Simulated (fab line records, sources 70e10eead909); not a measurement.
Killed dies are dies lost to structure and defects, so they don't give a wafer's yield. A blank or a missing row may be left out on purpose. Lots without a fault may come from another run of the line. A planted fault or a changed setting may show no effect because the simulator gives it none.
A struck lot beside a sound one | flow nand_harc | 21 steps out of a route of 1159
Sound: wafers L511.3, L511.4, L511.6. Struck: wafers L527.4, L527.5, L527.6. The cause comes at the end.
At each step with rows: each side's tool, then ch and its chambers, then its first start. Under that, the readings that differ: sound wafers | struck wafers | difference of the means | sigmas: that difference in standard deviations of wafers without a fault.
alike: readings whose means differ by less than 2 such deviations, and words and numbers that are the same on both sides. not compared: withheld readings, readings that some wafer has no value for, bounds like >300 that may hide the same value, and numbers for which the record gives no deviation and whose values overlap.
The two part at a step that has a row with sigmas, a row that says differs or no value, or rows on one side only. Numbers that don't overlap but have no deviation are shown without sigmas and don't part them. A reading that every wafer of one side lacks parts them only if that side has two wafers or more.

NHARC_P_CONTACT_CVD_23: deposits W, target thk 200 nm, time 557 s.
  sound on cvd_w-02 ch 0,1; struck on cvd_w-01 ch 0,1
  alike: heater_power_w, throttle_valve_pct
NHARC_P_CONTACT_CMP_24: polishes, t overpolish 30 s, target thk 200 nm.
  sound on cmp-04 ch 1,3, day 5 23:26; struck on cmp-02 ch 0,1,2, day 9 23:47
  alike: motor_current_A, overpolish_run_s, time_to_endpoint_s
then, 1 step without rows for these wafers: NHARC_P_CONTACT_SRD_26.
NHARC_P_CONTACT_INSPECT_27:
  sound on defect_inspect-01, day 5 23:50; struck on defect_inspect-02, day 10 00:09
  alike: raw_defect_count
then, 7 steps without rows for these wafers: NHARC_P_M0_DEP_00 (deposits SiOC, target thk 150 nm); NHARC_P_M0_DEHYDRATE_01 (time 120 s); NHARC_P_M0_HMDS_02 (time 30 s); NHARC_P_M0_COAT_33 (time 65 s); NHARC_P_M0_COAT_03 (resist thk 90 nm); NHARC_P_M0_SOFTBAKE_04 (time 55 s); NHARC_P_M0_EBR_05.
NHARC_P_M0_EXPOSE_06: exposes mask P M0, target cd 90 nm.
  sound on arfi_scanner-02 ch 0, day 6 00:45; struck on arfi_scanner-03 ch 0, day 10 00:55
  reading              | sound             | struck               | difference | sigmas
  exposure_dose_mJ_cm2 | 81.24 81.19 81.19 | 103.90 103.90 103.83 | +22.67     | +99 or more
  alike: mask, focus_offset_nm
then, 2 steps without rows for these wafers: NHARC_P_M0_PEB_07 (peb time 65 s); NHARC_P_M0_DEVELOP_08 (develop time 35 s).
NHARC_P_M0_CD_MEAS_09: target cd 90 nm.
  sound on cd_sem-03 ch 0, day 6 00:53; struck on cd_sem-02 ch 0, day 10 01:04
  reading    | sound          | struck            | difference | sigmas
  cd_nm (nm) | 89.6 89.2 89.2 | 105.1 105.2 105.1 | +15.8      | +31
NHARC_P_M0_OVL_MEAS_10: pitch 180 nm.
  sound on overlay-01, day 6 00:59; struck on overlay-01, day 10 01:09
  alike: overlay_x_nm, overlay_y_nm
NHARC_P_M0_INSPECT_11:
  sound on defect_inspect-02, day 6 01:02; struck on defect_inspect-02, day 10 01:11
  reading          | sound | struck   | difference | sigmas
  raw_defect_count | 5 3 7 | 14 13 17 | +10        | +3
NHARC_P_M0_DESCUM_14: chemistry O2, time 3 s.
  sound on rie_diel-04 ch 0,3, day 6 01:05; struck on rie_diel-04 ch 1,2,3, day 10 01:16
  reading               | sound             | struck            | difference | sigmas
  model.P_M0.cd_nm (nm) | 89.29 89.18 89.41 | 105.2 104.9 105.5 | +15.9      |
  alike: drypump_motor_current_A, oes_product_au, rf_vpp_V, showerhead_plenum_p_Torr, throttle_valve_pct
  not compared: rf_hours_counter_h
NHARC_P_M0_ETCH_34: etches the open film in N2/H2, target depth 40 nm, overetch 12 nm, time 43.94 s.
  sound on rie_diel-04 ch 0,1, day 6 01:10; struck on rie_diel-04 ch 2,3, day 10 01:20
  alike: drypump_motor_current_A, h2_flow_sccm, oes_product_au, rf_fwd_power_W, rf_vpp_V, showerhead_plenum_p_Torr, throttle_valve_pct
  not compared: rf_hours_counter_h
NHARC_P_M0_ETCH_15: etches the open film in C4F8/Ar, target depth 150 nm, overetch 15 nm, time 82.5 s.
  sound on rie_diel-04 ch 0,3; struck on rie_diel-04 ch 2,3
  reading               | sound             | struck          | difference | sigmas
  model.P_M0.cd_nm (nm) | 89.41 89.45 89.66 | 105 104.9 105.4 | +16        |
  alike: oes_product_au, rf_fwd_power_W, rf_vpp_V
  not compared: rf_hours_counter_h
NHARC_P_M0_CD_MEAS_16:
  sound on cd_sem-01, day 6 01:23; struck on cd_sem-02, day 10 01:34
  reading    | sound          | struck            | difference | sigmas
  cd_nm (nm) | 89.6 89.2 89.5 | 105.4 104.8 105.6 | +15.8      | +26

WHERE THEY PART
First at NHARC_P_M0_EXPOSE_06; last, within this record, at NHARC_P_M0_CD_MEAS_16.

WHY: what the simulator had put in
Process parameter drift: arfi_scanner-03, from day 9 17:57 on, at NHARC_P_M0_EXPOSE_06. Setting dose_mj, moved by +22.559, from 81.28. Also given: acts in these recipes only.
